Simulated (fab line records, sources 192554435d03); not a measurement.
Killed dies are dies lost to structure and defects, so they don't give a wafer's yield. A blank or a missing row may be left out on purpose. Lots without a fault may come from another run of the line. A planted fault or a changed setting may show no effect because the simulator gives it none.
fab line records | flow n5_finfet
record lots=20 wafers=60 last_day=18
route steps=1938 shown BEOL_M14@1749 BEOL_M15@1773 MIM_BOT@1832
lots that met no fault: from a run of the same line without faults
start_h: hours from the record's first day to the start of the lot's first wafer shown | wait_h: hours since the lot's step before | " the same as in the row above | L1.1+2: a row that stands for several wafers | - no value, or no start given | * or withheld: withheld | < > ~ a bound
route shown NAME@n: a module of which the file shows steps, and the number in the route of the first | usual: mean/standard deviation of fault-free wafers | same: alike in all rows | chamber/n: place in a boat | sites: the reading at each site | _std_site: their standard deviation | _edge_site: outer sites' mean less inner sites' | radius_mm: how far each site lies from the wafer's centre | mask NAME#n: copy n | behind: the tool/chamber that last shaped the wafer | hold: why the lot was held/for how many hours/how that ended | device: the transistor (n, p or np) that didn't switch | end of line: the same wafers' tests at the end of the route | a step without rows: its recipe alone | killed: dies lost to structure and defects at the first sort, not the wafer's yield | map: a wafer's dies, x killed, . not, _ none there
set.NAME: the setting as run; set.NAME@STEP: as run at that earlier step | model.NAME: the simulator's own value behind a step, which no gauge read
steps of the route over a sample of lots; a table a step, a row a wafer
services: from which hour (start_h, from the record's first day; less than 0 if before it) a tool's chamber was out of use, for how many hours, and why
## steps
# step N5_BEOL_M14_DESCUM_33
# recipe chemistry=O2 time_s=7.9 source_power_w=50 bias_power_w=20 pressure_mtorr=20 rf_frequency_hz=2.712e+07 temp_c=40 o2_flow_sccm=225
# usual drypump_motor_current_A=5.7/0.45 oes_product_au=0.82/0.1 rf_fwd_power_W=49.44/0.24 rf_vpp_V=243.4/1.8 showerhead_plenum_p_Torr=2.10/0.12 throttle_valve_pct=20.41/0.25
# columns lot.wafer tool chamber start_h wait_h drypump_motor_current_A oes_product_au rf_fwd_power_W rf_hours_counter_h rf_vpp_V showerhead_plenum_p_Torr throttle_valve_pct
L074.1 rie_diel-01 3 246.29 0.3 5.3 0.70 49.97 244 241.4 2.06 20.41
L074.3 " 0 " " 5.5 0.78 49.34 106 244.1 2.11 20.33
L074.6 " 3 " " 5.3 0.70 49.74 - 242.0 2.06 20.41
L075.1 rie_diel-06 0 249.91 0.0 6.0 0.75 49.25 169 244.1 2.20 20.70
L075.4 " 1 " " 5.7 0.92 49.39 8 243.2 2.04 20.25
L075.5 " 2 " " 5.6 0.68 49.52 - 241.5 1.99 20.55
L080.2 rie_diel-05 0 277.86 0.0 5.3 0.73 49.56 193 240.0 1.89 20.61
L080.3 " 3 " " 5.1 0.70 49.73 242 241.5 2.05 20.46
L080.4 " 1 " " 6.6 0.92 49.45 45 244.4 2.24 20.63
L078.1 rie_diel-06 0 278.70 0.0 6.0 0.74 48.91 179 243.6 2.19 20.69
L078.2 " 3 " " 5.7 0.76 49.72 163 244.9 2.18 20.56
L078.6 " 1 " " 5.7 0.90 49.29 - 240.8 2.04 20.25
L079.1 rie_diel-05 1 279.71 0.1 6.6 0.91 49.32 46 245.3 2.24 20.62
L079.3 " 0 " " 5.3 0.72 49.55 194 240.6 1.89 20.61
L079.5 " 3 " " 5.1 0.69 49.37 - 242.9 2.05 20.48
L081.1 rie_diel-05 1 292.16 0.9 6.6 0.91 49.31 50 245.7 2.23 20.63
L081.3 " 0 " " 5.3 0.73 49.79 198 239.8 1.89 20.64
L081.6 " 3 " " 5.1 0.69 49.42 - 244.4 2.05 20.49
L083.3 rie_diel-01 0 292.86 0.5 5.4 0.76 49.12 128 242.4 2.11 20.36
L083.4 " 1 " " 6.1 0.68 49.42 241 242.9 2.04 20.55
L083.5 " 1 " " 6.1 0.68 49.49 - 243.0 2.04 20.54
L084.1 rie_diel-05 2 309.43 0.6 5.4 0.90 49.43 31 244.4 2.23 20.09
L084.2 " 1 " " 6.6 0.89 49.54 58 244.2 2.23 20.64
L084.5 " 1 " " 6.6 0.90 49.46 - 246.3 2.23 20.64
L085.2 rie_diel-05 1 312.40 0.0 6.6 0.89 49.20 59 246.5 2.23 20.64
L085.5 " 2 " " 5.4 0.89 49.42 - 247.9 2.23 20.08
L085.6 " 1 " " 6.6 0.88 49.22 - 244.0 2.23 20.64
L086.1 rie_diel-06 1 318.80 0.0 5.8 0.86 49.42 32 243.5 2.04 20.28
L086.2 " 2 " " 5.6 0.98 49.65 2 245.5 2.24 20.12
L086.5 " 1 " " 5.8 0.87 49.27 - 243.4 2.04 20.27
L087.2 rie_diel-05 2 326.92 0.0 5.5 0.88 49.48 38 244.5 2.22 20.09
L087.4 " 1 " " 6.6 0.89 49.29 64 244.3 2.23 20.63
L087.6 " 0 " " 5.3 0.71 49.32 - 240.2 1.88 20.65
L089.2 rie_diel-05 2 327.63 0.2 5.4 0.89 49.74 38 245.4 2.22 20.10
L089.4 " 1 " " 6.6 0.89 49.78 65 245.7 2.23 20.66
L089.6 " 3 " " 5.1 0.98 49.47 - 244.3 2.05 20.06
L091.4 rie_diel-06 1 336.16 0.0 5.7 0.86 49.13 38 242.0 2.03 20.28
L091.5 " 2 " " 5.6 0.95 49.35 - 244.7 2.24 20.13
L091.6 " 3 " " 5.7 0.75 49.42 - 243.9 2.17 20.61
L088.1 rie_diel-05 3 336.69 0.1 5.1 0.96 49.65 7 242.2 2.05 20.05
L088.5 " 2 " " 5.5 0.87 49.75 - 244.2 2.22 20.08
L088.6 " 1 " " 6.6 0.87 49.49 - 244.3 2.23 20.68
L090.1 rie_diel-05 2 351.59 0.0 5.4 0.87 49.72 45 245.0 2.22 20.10
L090.2 " 1 " " 6.6 0.88 49.18 71 244.7 2.23 20.66
L090.6 " 1 " " 6.6 0.87 49.21 - 246.2 2.23 20.67
L093.1 rie_diel-01 2 372.59 0.0 6.3 0.86 49.38 43 243.9 2.12 20.02
L093.3 " 1 " " 6.1 0.93 49.71 10 242.7 2.03 20.27
L093.4 " 3 " " 5.3 0.90 49.70 30 241.6 2.04 20.07
L095.2 rie_diel-06 3 374.47 0.3 5.7 0.74 49.51 194 244.8 2.17 20.61
L095.4 " 2 " " 5.5 0.93 49.37 18 244.5 2.24 20.15
L095.5 " 2 " " 5.5 0.93 49.37 - 244.1 2.24 20.15
L096.1 rie_diel-05 3 391.02 0.1 5.1 0.92 49.38 22 242.0 2.04 20.08
L096.4 " 2 " " 5.5 0.85 49.35 60 243.7 2.22 20.13
L096.5 " 1 " " 6.6 0.86 49.53 - 246.2 2.22 20.68
L094.1 rie_diel-06 1 395.42 0.0 5.7 0.83 49.60 56 241.6 2.03 20.30
L094.3 " 2 " " 5.6 0.91 49.11 24 246.2 2.24 20.15
L094.6 " 1 " " 5.7 0.84 49.46 - 241.5 2.03 20.30
L097.1 rie_diel-06 0 406.53 0.0 6.0 0.70 49.27 226 243.6 2.18 20.76
L097.4 " 3 " " 5.7 0.73 49.59 204 244.5 2.16 20.65
L097.6 " 0 " " 6.0 0.70 49.07 - 244.7 2.18 20.77
# step N5_BEOL_M14_STRIP_37
# recipe chemistry=O2 power_w=600 temp_c=60 pressure_mtorr=30 rf_frequency_hz=6e+07 bias_power_w=0 overash_fraction=0.3 o2_flow_sccm=225
# usual drypump_motor_current_A=5.8/0.45 oes_product_au=0.82/0.1 rf_vpp_V=3.7/1 showerhead_plenum_p_Torr=2.11/0.11 throttle_valve_pct=16.64/0.26
# columns lot.wafer tool chamber start_h wait_h drypump_motor_current_A oes_product_au rf_hours_counter_h rf_vpp_V showerhead_plenum_p_Torr throttle_valve_pct
L074.1 rie_diel-05 1 246.94 0.0 6.6 0.92 34 3.1 2.24 16.76
L074.3 " 0 " " 5.3 0.74 183 3.7 1.90 16.84
L074.6 " 2 " " 5.4 0.95 - 4.5 2.24 16.27
L075.1 rie_diel-05 0 250.69 0.2 5.3 0.72 185 4.3 1.90 16.87
L075.4 " 2 " " 5.4 0.94 8 2.6 2.24 16.30
L075.5 " 3 " " 5.1 0.71 - 4.6 2.06 16.71
L080.2 rie_diel-06 1 279.39 0.9 5.8 0.89 19 4.0 2.04 16.49
L080.3 " 0 " " 6.0 0.73 179 3.4 2.20 16.89
L080.4 " 3 " " 5.7 0.75 163 2.5 2.18 16.83
L078.1 rie_diel-06 0 279.94 0.6 6.1 0.74 179 2.1 2.20 16.90
L078.2 " 1 " " 5.7 0.89 19 3.9 2.04 16.48
L078.6 " 3 " " 5.7 0.76 - 3.4 2.18 16.80
L079.1 rie_diel-01 2 280.36 0.0 6.4 0.95 10 3.7 2.13 16.24
L079.3 " 0 " " 5.4 0.75 122 2.3 2.11 16.56
L079.5 " 2 " " 6.4 0.94 - 5.3 2.13 16.22
L081.1 rie_diel-01 2 293.75 1.0 6.3 0.93 16 4.2 2.13 16.25
L081.3 " 1 " " 6.1 0.67 241 2.8 2.04 16.90
L081.6 " 2 " " 6.3 0.94 - 4.4 2.13 16.22
L083.3 rie_diel-01 3 294.04 0.6 5.3 0.95 4 3.1 2.06 16.29
L083.4 " 1 " " 6.1 0.68 241 3.2 2.04 16.88
L083.5 " 1 " " 6.1 0.67 - 4.1 2.04 16.89
L084.1 rie_diel-05 0 310.08 0.0 5.2 0.72 206 3.4 1.89 16.89
L084.2 " 2 " " 5.5 0.89 31 3.3 2.23 16.35
L084.5 " 1 " " 6.6 0.88 - 3.5 2.23 16.85
L085.2 rie_diel-01 0 314.34 1.3 5.4 0.75 134 6.1 2.11 16.59
L085.5 " 0 " " 5.5 0.73 - 6.0 2.11 16.58
L085.6 " 1 " " 6.1 0.66 - 4.7 2.04 16.93
L086.1 rie_diel-06 1 320.72 1.3 5.7 0.87 33 5.0 2.04 16.50
L086.2 " 0 " " 6.0 0.72 198 2.8 2.19 16.93
L086.5 " 1 " " 5.7 0.86 - 5.2 2.04 16.51
L087.2 rie_diel-05 2 328.21 0.7 5.4 0.89 38 3.7 2.23 16.33
L087.4 " 0 " " 5.3 0.71 214 2.3 1.89 16.95
L087.6 " 1 " " 6.6 0.90 - 3.0 2.23 16.85
L089.2 rie_diel-06 1 328.34 0.1 5.8 0.86 36 4.3 2.04 16.48
L089.4 " 3 " " 5.7 0.76 180 4.6 2.18 16.85
L089.6 " 1 " " 5.8 0.85 - 3.0 2.04 16.48
L091.4 rie_diel-01 0 339.08 2.3 5.4 0.75 145 3.6 2.11 16.62
L091.5 " 2 " " 6.3 0.89 - 2.4 2.13 16.28
L091.6 " 3 " " 5.3 0.90 - 5.4 2.05 16.33
L088.1 rie_diel-05 2 339.11 1.8 5.4 0.87 43 3.6 2.22 16.37
L088.5 " 0 " " 5.3 0.70 - 2.7 1.89 16.93
L088.6 " 3 " " 5.1 0.96 - 5.6 2.05 16.30
L090.1 rie_diel-06 0 352.24 0.0 6.0 0.71 209 5.2 2.19 16.94
L090.2 " 1 " " 5.7 0.85 44 4.6 2.04 16.49
L090.6 " 3 " " 5.8 0.73 - 3.2 2.17 16.84
L093.1 rie_diel-05 1 374.79 1.6 6.6 0.87 80 4.8 2.23 16.87
L093.3 " 0 " " 5.3 0.68 230 2.8 1.88 16.94
L093.4 " 1 " " 6.6 0.86 - 4.4 2.23 16.85
L095.2 rie_diel-06 2 375.74 0.7 5.6 0.92 18 5.3 2.24 16.40
L095.4 " 0 " " 6.0 0.71 216 4.5 2.18 16.93
L095.5 " 2 " " 5.6 0.92 - 3.9 2.24 16.42
L096.1 rie_diel-05 0 391.68 0.1 5.3 0.68 237 2.0 1.88 16.97
L096.4 " 1 " " 6.6 0.86 87 2.9 2.22 16.88
L096.5 " 1 " " 6.6 0.87 - 2.3 2.22 16.93
L094.1 rie_diel-01 0 400.09 4.1 5.5 0.72 164 3.5 2.10 16.66
L094.3 " 2 " " 6.4 0.86 52 3.4 2.12 16.31
L094.6 " 3 " " 5.3 0.87 - 2.5 2.04 16.34
L097.1 rie_diel-06 0 407.40 0.3 6.0 0.69 226 1.4 2.18 16.96
L097.4 " 3 " " 5.7 0.72 205 5.3 2.17 16.89
L097.6 " 3 " " 5.7 0.73 - 3.1 2.17 16.90
# step N5_BEOL_M15_ILD_DEP_00
# recipe material=SiO2 target_thk_a=16293 temp_c=400 precursor=TEOS/O2 pressure_torr=6.5 rf_w=900 teos_flow_sccm=161.4 gas=O2 flow_sccm=2650 time_s=346.1
# usual chamber_pressure_Torr=6.501/0.016 heater_power_w=547/130 rf_fwd_power_W=898.7/2.6 showerhead_plenum_p_Torr=8.35/0.032 showerhead_vpp_V=1893/79 susceptor_temp_C=400.01/0.23 throttle_valve_pct=18.6/0.77
# columns lot.wafer tool chamber start_h wait_h chamber_pressure_Torr heater_power_w rf_fwd_power_W showerhead_plenum_p_Torr showerhead_vpp_V susceptor_temp_C throttle_valve_pct
L074.1 pecvd-03 1 248.86 0.0 6.494 549 903.1 8.34 1955 399.80 18.5
L074.3 " 2 " " 6.505 702 895.9 8.40 1933 400.00 17.3
L074.6 " 0 " " 6.500 308 900.5 8.33 1780 400.33 19.8
L075.1 pecvd-03 1 252.63 0.0 6.504 559 902.0 8.39 1924 400.16 18.8
L075.4 " 2 " " 6.505 671 894.2 8.39 1991 400.01 17.2
L075.5 " 1 " " 6.493 448 898.8 8.35 1926 400.06 18.8
L080.2 pecvd-03 0 281.28 0.0 6.489 303 898.8 8.33 1764 399.74 19.5
L080.3 " 2 " " 6.497 705 899.1 8.38 1943 400.33 17.4
L080.4 " 1 " " 6.491 451 898.5 8.36 1948 399.86 18.9
L078.1 pecvd-02 1 282.11 0.0 6.531 803 899.6 8.37 1928 400.22 18.9
L078.2 " 0 " " 6.497 533 899.3 8.37 2009 400.11 19.0
L078.6 " 1 " " 6.514 611 894.6 8.41 1957 400.09 19.1
L079.1 pecvd-03 1 282.37 0.0 6.504 531 893.9 8.35 1941 400.26 18.5
L079.3 " 2 " " 6.489 708 892.4 8.41 1962 400.18 17.3
L079.5 " 0 " " 6.497 318 898.7 8.31 1775 399.92 19.8
L081.1 pecvd-03 1 295.64 0.0 6.529 483 897.7 8.32 1930 400.14 18.6
L081.3 " 2 " " 6.498 735 897.2 8.40 1982 400.30 17.3
L081.6 " 1 " " 6.501 579 901.4 8.34 1913 399.75 18.7
L083.3 pecvd-03 2 296.05 0.1 6.514 651 901.9 8.39 1935 399.74 17.4
L083.4 " 1 " " 6.531 591 897.2 8.36 1933 399.90 18.7
L083.5 " 2 " " 6.500 741 896.1 8.35 1952 399.98 17.5
L084.1 pecvd-03 1 311.76 0.0 6.500 592 898.7 8.34 1913 399.67 18.6
L084.2 " 0 " " 6.500 383 897.2 8.33 1767 400.16 19.6
L084.5 " 1 " " 6.493 455 899.4 8.35 1928 399.98 18.4
L085.2 pecvd-03 0 316.15 0.0 6.528 381 899.5 8.31 1800 399.98 19.7
L085.5 " 2 " " 6.522 685 901.1 8.39 1976 399.74 17.4
L085.6 " 0 " " 6.516 311 900.3 8.32 1783 400.09 19.4
L086.1 pecvd-02 2 323.19 0.0 6.495 748 900.6 8.35 1742 400.14 18.0
L086.2 " 1 " " 6.534 658 900.4 8.37 1967 400.34 19.0
L086.5 " 2 " " 6.495 599 895.9 8.32 1738 400.14 17.9
L087.2 pecvd-01 0 330.26 0.0 6.527 514 896.5 8.32 1895 399.99 19.1
L087.4 " 1 " " 6.488 462 898.5 8.28 1884 399.88 18.8
L087.6 " 2 " " 6.486 544 899.4 8.37 1917 399.60 18.2
L089.2 pecvd-02 0 330.99 0.0 6.489 600 901.0 8.38 1992 399.89 18.9
L089.4 " 0 " " 6.511 464 899.9 8.35 1965 400.52 19.1
L089.6 " 2 " " 6.497 594 900.5 8.33 1742 399.62 17.8
L091.4 pecvd-03 1 349.33 0.1 6.499 459 904.9 8.38 1929 400.32 18.6
L091.5 " 0 " " 6.498 305 905.6 8.32 1797 400.25 19.4
L091.6 " 2 " " 6.499 713 900.1 8.38 1962 399.55 17.5
L088.1 pecvd-02 0 349.49 0.0 6.501 588 898.0 8.37 1996 399.94 19.2
L088.5 " 0 " " 6.502 458 895.9 8.35 2006 400.10 18.9
L088.6 " 1 " " 6.484 612 895.4 8.40 1953 399.17 18.8
L090.1 pecvd-01 2 355.10 0.0 6.493 648 898.2 8.38 1916 400.46 18.2
L090.2 " 1 " " 6.508 483 898.5 8.32 1907 400.34 18.7
L090.6 " 0 " " 6.507 458 898.1 8.32 1880 400.06 19.1
L093.1 pecvd-03 2 376.86 0.0 6.448 711 902.6 8.41 1948 400.10 17.5
L093.3 " 1 " " 6.494 594 902.1 8.39 1942 400.19 18.7
L093.4 " 2 " " 6.509 565 899.4 8.39 1958 399.87 17.5
L095.2 pecvd-03 2 377.67 0.0 6.508 701 893.7 8.39 1931 400.00 17.4
L095.4 " 0 " " 6.485 315 899.5 8.31 1782 400.17 19.5
L095.5 " 2 " " 6.489 567 898.8 8.40 1972 400.08 17.2
L096.1 pecvd-02 1 393.96 0.0 6.474 795 899.7 8.40 1961 400.03 18.8
L096.4 " 2 " " 6.499 766 896.9 8.33 1754 399.76 18.1
L096.5 " 1 " " 6.514 614 900.1 8.39 1942 400.06 18.6
L094.1 pecvd-01 0 401.98 0.0 6.498 595 899.0 8.33 1879 400.32 19.2
L094.3 " 0 " " 6.496 561 899.4 8.33 1879 400.43 19.4
L094.6 " 0 " " 6.493 460 901.8 8.32 1887 400.12 19.1
L097.1 pecvd-01 1 409.82 0.0 6.498 373 902.6 8.32 1865 399.88 18.5
L097.4 " 0 " " 6.512 584 898.6 8.34 1901 399.97 19.3
L097.6 " 1 " " 6.520 373 901.5 8.29 1901 399.56 18.3
# step N5_BEOL_M15_ETCH_57
# recipe chemistry=N2/H2 target=SOC source_w=3000 bias_w=350 time_s=750 ion_energy_ev=200 pressure_mtorr=30 n2_flow_sccm=200 h2_flow_sccm=200
# usual bias_w=350.0/0.98 drypump_motor_current_A=5.8/0.54 oes_product_au=0.78/0.072 rf_fwd_power_W=2998/8.9 rf_vpp_V=524.5/2.4 showerhead_plenum_p_Torr=2.56/0.087 throttle_valve_pct=17.74/0.23
# columns lot.wafer tool chamber start_h wait_h bias_w drypump_motor_current_A oes_product_au rf_fwd_power_W rf_hours_counter_h rf_vpp_V showerhead_plenum_p_Torr throttle_valve_pct
L074.1 rie_diel-03 2 250.10 - 349.2 5.0 0.78 3005 123 525.4 2.54 17.79
L074.3 " 3 " " 349.7 5.6 0.84 3014 55 526.1 2.69 17.52
L074.6 " 0 " " 348.9 5.9 0.74 3001 - 524.8 2.53 17.86
L075.1 rie_diel-02 0 254.06 - 350.4 5.1 0.68 3002 222 520.7 2.50 18.15
L075.4 " 3 " " 349.8 6.6 0.89 2988 51 527.3 2.70 17.66
L075.5 " 1 " " 352.0 5.4 0.83 2987 - 524.4 2.57 17.45
L080.2 rie_diel-02 1 282.52 - 349.2 5.4 0.81 2994 94 524.0 2.57 17.47
L080.3 " 3 " " 350.5 6.6 0.86 3002 60 527.1 2.70 17.67
L080.4 " 2 " " 350.6 6.6 0.85 2995 53 524.6 2.60 17.50
L078.1 rie_diel-03 3 283.80 - 348.6 5.7 0.84 3008 65 528.8 2.69 17.52
L078.2 " 1 " " 349.6 6.0 0.73 3000 200 520.2 2.41 17.89
L078.6 " 1 " " 350.8 6.0 0.72 2995 - 520.4 2.41 17.91
L079.1 rie_diel-02 0 284.11 - 351.0 5.1 0.68 2995 232 524.4 2.50 18.18
L079.3 " 1 " " 351.1 5.4 0.81 3001 95 523.0 2.57 17.48
L079.5 " 2 " " 349.2 6.6 0.86 2995 - 524.4 2.60 17.51
L081.1 rie_diel-02 3 297.04 - 349.4 6.6 0.86 2992 65 528.8 2.70 17.71
L081.3 " 1 " " 348.8 5.4 0.81 2977 100 524.5 2.56 17.47
L081.6 " 1 " " 348.9 5.4 0.81 3003 - 524.3 2.56 17.47
L083.3 rie_diel-03 3 297.40 - 350.0 5.6 0.85 2997 69 528.7 2.68 17.53
L083.4 " 2 " " 349.4 5.0 0.77 2984 137 524.4 2.53 17.79
L083.5 " 2 " " 350.1 5.0 0.77 2988 - 525.1 2.53 17.83
L084.1 rie_diel-02 1 313.13 - 349.7 5.4 0.79 3007 106 524.6 2.56 17.46
L084.2 " 0 " " 351.1 5.1 0.67 2998 241 523.1 2.50 18.18
L084.5 " 1 " " 349.3 5.4 0.80 2999 - 525.1 2.56 17.48
L085.2 rie_diel-02 2 317.50 - 349.3 6.6 0.83 3011 68 524.0 2.59 17.51
L085.5 " 0 " " 350.2 5.1 0.67 2996 - 523.3 2.50 18.18
L085.6 " 3 " " 350.1 6.6 0.85 2992 - 530.1 2.69 17.70
L086.1 rie_diel-03 2 324.55 - 349.7 5.0 0.75 3014 148 523.7 2.53 17.84
L086.2 " 0 " " 349.7 5.9 0.73 2988 207 523.6 2.52 17.89
L086.5 " 3 " " 350.9 5.6 0.83 3009 - 528.4 2.68 17.55
L087.2 rie_diel-04 2 331.61 - 350.0 5.7 0.70 3000 192 524.8 2.61 18.05
L087.4 " 3 " " 351.1 5.8 0.91 2996 - 524.2 2.61 17.29
L087.6 " 2 " " 349.6 5.7 0.70 3004 - 527.3 2.61 18.05
L089.2 rie_diel-03 3 332.53 - 349.6 5.6 0.82 3002 82 527.8 2.68 17.57
L089.4 " 0 " " 349.6 5.9 0.72 3000 210 523.1 2.52 17.90
L089.6 " 0 " " 348.7 5.9 0.72 2990 - 525.3 2.52 17.91
L091.4 rie_diel-04 0 350.51 - 350.8 5.6 0.69 3007 224 521.2 2.49 18.01
L091.5 " 3 " " 348.7 5.8 0.91 2989 - 525.6 2.61 17.31
L091.6 " 0 " " 349.5 5.6 0.70 2999 - 523.1 2.49 18.04
L088.1 rie_diel-02 2 350.85 - 350.8 6.6 0.82 2995 80 524.7 2.59 17.54
L088.5 " 2 " " 351.5 6.6 0.83 2987 - 525.1 2.59 17.54
L088.6 " 3 " " 353.0 6.6 0.84 2983 - 528.0 2.69 17.74
L090.1 rie_diel-03 0 356.42 - 350.2 5.9 0.72 3002 216 522.9 2.52 17.93
L090.2 " 1 " " 349.3 6.0 0.71 3012 225 520.3 2.40 17.94
L090.6 " 1 " " 349.8 6.0 0.70 3002 - 521.1 2.40 17.95
L093.1 rie_diel-02 1 378.09 - 350.5 5.4 0.77 3001 129 522.4 2.55 17.53
L093.3 " 2 " " 349.3 6.6 0.81 3006 88 525.6 2.58 17.56
L093.4 " 3 " " 349.4 6.5 0.82 2994 94 527.0 2.68 17.75
L095.2 rie_diel-03 2 379.23 - 349.5 5.0 0.75 3005 163 524.6 2.52 17.87
L095.4 " 0 " " 350.7 5.9 0.72 3005 223 523.1 2.52 17.93
L095.5 " 3 " " 350.7 5.6 0.81 2998 - 527.6 2.67 17.59
L096.1 rie_diel-04 1 395.43 - 348.4 6.3 0.70 3012 244 526.0 2.61 17.60
L096.4 " 3 " " 348.9 5.7 0.90 3000 49 524.7 2.60 17.33
L096.5 " 2 " " 350.3 5.7 0.69 2988 - 526.1 2.61 18.08
L094.1 rie_diel-02 3 404.12 - 350.3 6.6 0.82 2994 98 527.5 2.68 17.75
L094.3 " 1 " " 348.9 5.4 0.76 3002 137 524.6 2.55 17.52
L094.6 " 0 " " 349.9 5.1 0.91 3008 - 521.7 2.49 17.74
L097.1 rie_diel-02 0 411.26 - 350.3 5.1 0.90 3006 19 522.6 2.49 17.75
L097.4 " 1 " " 348.8 5.4 0.76 2999 139 524.9 2.55 17.54
L097.6 " 0 " " 349.6 5.1 0.91 3017 - 522.7 2.49 17.76
# step N5_MIM_BOT_DEGAS_01
# recipe ambient=vacuum temp_c=300 time_s=60
# usual heater_power_w=448/53 susceptor_temp_C=300.01/0.18
# columns lot.wafer tool chamber start_h wait_h heater_power_w susceptor_temp_C
L074.1 pvd_sputter-01 - 257.19 0.5 426 300.01
L074.3 " - " " 424 299.79
L074.6 " - " " 429 300.12
L075.1 pvd_sputter-03 - 261.67 3.5 459 300.23
L075.4 " - " " 423 299.96
L075.5 " - " " 433 299.78
L080.2 pvd_sputter-01 - 288.18 0.3 457 300.18
L080.3 " - " " 438 300.08
L080.4 " - " " 422 300.22
L078.1 pvd_sputter-02 - 291.19 1.3 358 300.42
L078.2 " - " " 575 300.26
L078.6 " - " " 457 300.08
L079.1 pvd_sputter-02 - 291.31 0.8 457 300.02
L079.3 " - " " 441 300.42
L079.5 " - " " 358 299.78
L083.3 pvd_sputter-03 - 305.87 0.9 421 300.07
L083.4 " - " " 432 300.35
L083.5 " - " " 427 299.89
L081.1 pvd_sputter-02 - 306.52 0.1 556 299.89
L081.3 " - " " 445 300.29
L081.6 " - " " 458 299.64
L084.1 pvd_sputter-02 - 325.39 0.8 454 300.19
L084.2 " - " " 369 299.73
L084.5 " - " " 565 299.98
L085.2 pvd_sputter-01 - 328.03 2.5 425 300.02
L085.5 " - " " 425 299.95
L085.6 " - " " 475 299.85
L086.1 pvd_sputter-02 - 332.47 0.4 365 300.24
L086.2 " - " " 449 300.09
L086.5 " - " " 355 300.02
L089.2 pvd_sputter-03 - 351.31 0.0 461 299.89
L089.4 " - " " 418 300.35
L089.6 " - " " 462 300.06
L087.2 pvd_sputter-02 - 353.79 0.8 362 300.12
L087.4 " - " " 433 300.16
L087.6 " - " " 467 299.93
L091.4 pvd_sputter-02 - 356.42 0.4 551 300.05
L091.5 " - " " 443 299.99
L091.6 " - " " 460 299.82
L088.1 pvd_sputter-02 - 356.78 0.5 448 300.00
L088.5 " - " " 446 300.02
L088.6 " - " " 552 299.97
L090.1 pvd_sputter-02 - 362.12 0.1 434 299.90
L090.2 " - " " 454 300.13
L090.6 " - " " 446 300.10
L095.2 pvd_sputter-03 - 387.47 0.0 454 300.26
L095.4 " - " " 414 299.77
L095.5 " - " " 425 299.87
L093.1 pvd_sputter-02 - 391.45 3.5 549 300.04
L093.3 " - " " 351 300.23
L093.4 " - " " 455 299.60
L096.1 pvd_sputter-02 - 404.08 0.3 456 299.87
L096.4 " - " " 447 299.90
L096.5 " - " " 550 300.32
L094.1 pvd_sputter-02 - 411.93 0.1 455 300.12
L094.3 " - " " 366 300.56
L094.6 " - " " 437 300.14
L097.1 pvd_sputter-01 - 418.87 1.3 407 299.85
L097.4 " - " " 444 299.98
L097.6 " - " " 422 299.99
# step N5_MIM_BOT_SPUTTER_00
# recipe material=TiN target_thk_a=350 temp_c=200 power_w=3000 chamber_pressure_pa=0.49996 gas=Ar reactive_partial_pa=0.37997 time_s=89.7
# usual susceptor_temp_C=199.99/0.15 throttle_valve_pct=30.1/1.4
# columns lot.wafer tool chamber start_h wait_h susceptor_temp_C throttle_valve_pct
L074.1 pvd_sputter-01 - 257.23 0.0 200.13 29.3
L074.3 " - " " 200.07 30.6
L074.6 " - " " 200.06 30.4
L075.1 pvd_sputter-03 - 261.71 0.0 200.40 28.6
L075.4 " - " " 199.92 27.8
L075.5 " - " " 200.21 27.7
L080.2 pvd_sputter-01 - 288.22 0.0 199.89 29.7
L080.3 " - " " 200.24 29.5
L080.4 " - " " 200.06 30.4
L078.1 pvd_sputter-02 - 291.23 0.0 199.92 32.7
L078.2 " - " " 200.02 28.9
L078.6 " - " " 199.86 28.5
L079.1 pvd_sputter-02 - 291.35 0.0 200.22 28.5
L079.3 " - " " 199.90 31.0
L079.5 " - " " 199.89 32.5
L083.3 pvd_sputter-03 - 305.91 0.0 199.89 31.7
L083.4 " - " " 199.90 27.7
L083.5 " - " " 199.99 28.0
L081.1 pvd_sputter-02 - 306.56 0.0 200.05 29.2
L081.3 " - " " 200.15 30.9
L081.6 " - " " 199.87 28.7
L084.1 pvd_sputter-02 - 325.43 0.0 200.22 28.8
L084.2 " - " " 199.86 32.6
L084.5 " - " " 200.07 29.3
L085.2 pvd_sputter-01 - 328.07 0.0 199.78 30.3
L085.5 " - " " 200.15 29.3
L085.6 " - " " 200.19 29.9
L086.1 pvd_sputter-02 - 332.51 0.0 200.01 32.7
L086.2 " - " " 200.04 28.5
L086.5 " - " " 199.87 32.3
L089.2 pvd_sputter-03 - 351.35 0.0 199.96 28.5
L089.4 " - " " 199.89 31.5
L089.6 " - " " 200.04 31.1
L087.2 pvd_sputter-02 - 353.83 0.0 199.73 32.4
L087.4 " - " " 199.93 31.0
L087.6 " - " " 200.11 28.6
L091.4 pvd_sputter-02 - 356.46 0.0 200.14 28.9
L091.5 " - " " 200.01 30.9
L091.6 " - " " 200.03 28.5
L088.1 pvd_sputter-02 - 356.82 0.0 200.32 28.6
L088.5 " - " " 200.17 30.9
L088.6 " - " " 200.03 29.1
L090.1 pvd_sputter-02 - 362.16 0.0 199.75 31.0
L090.2 " - " " 200.16 28.3
L090.6 " - " " 199.80 28.5
L095.2 pvd_sputter-03 - 387.51 0.0 199.95 28.7
L095.4 " - " " 199.91 31.6
L095.5 " - " " 200.09 31.8
L093.1 pvd_sputter-02 - 391.49 0.0 200.03 29.0
L093.3 " - " " 199.84 32.6
L093.4 " - " " 200.08 28.5
L096.1 pvd_sputter-02 - 404.12 0.0 199.96 28.5
L096.4 " - " " 199.94 30.9
L096.5 " - " " 200.10 28.9
L094.1 pvd_sputter-02 - 411.97 0.0 199.87 28.5
L094.3 " - " " 200.22 32.8
L094.6 " - " " 199.60 31.1
L097.1 pvd_sputter-01 - 418.91 0.0 199.94 29.3
L097.4 " - " " 200.05 29.8
L097.6 " - " " 199.86 29.5
## services
# columns tool chamber start_h hours kind
rie_diel-03 0 236.50 2.5 repair
rie_diel-01 2 252.91 7.8 repair
rie_diel-04 1 264.02 3.2 repair
rie_diel-02 1 266.25 1.6 repair
pecvd-03 - 266.75 2.8 pm
pecvd-01 - 294.03 5.5 pm
pvd_sputter-01 - 297.03 20.4 repair
rie_diel-05 3 297.49 - clean
rie_diel-04 - 301.12 28.1 pm
rie_diel-02 0 307.62 3.9 repair
rie_diel-06 3 309.61 11.3 repair
rie_diel-01 3 331.39 3.3 repair
pvd_sputter-02 - 335.00 4.1 repair
pecvd-03 - 338.04 0.8 repair
pecvd-01 - 343.79 2.8 pm
rie_diel-03 3 356.86 1.3 repair
rie_diel-06 2 357.44 6.5 repair
pecvd-02 - 367.90 1.0 repair
rie_diel-05 3 367.90 10.7 repair
rie_diel-02 - 385.55 2.8 pm
pecvd-01 2 392.07 15.7 repair
pecvd-03 - 398.54 14.6 pm
pecvd-01 1 401.79 7.0 repair
rie_diel-03 1 405.82 16.8 repair
## key
fault none
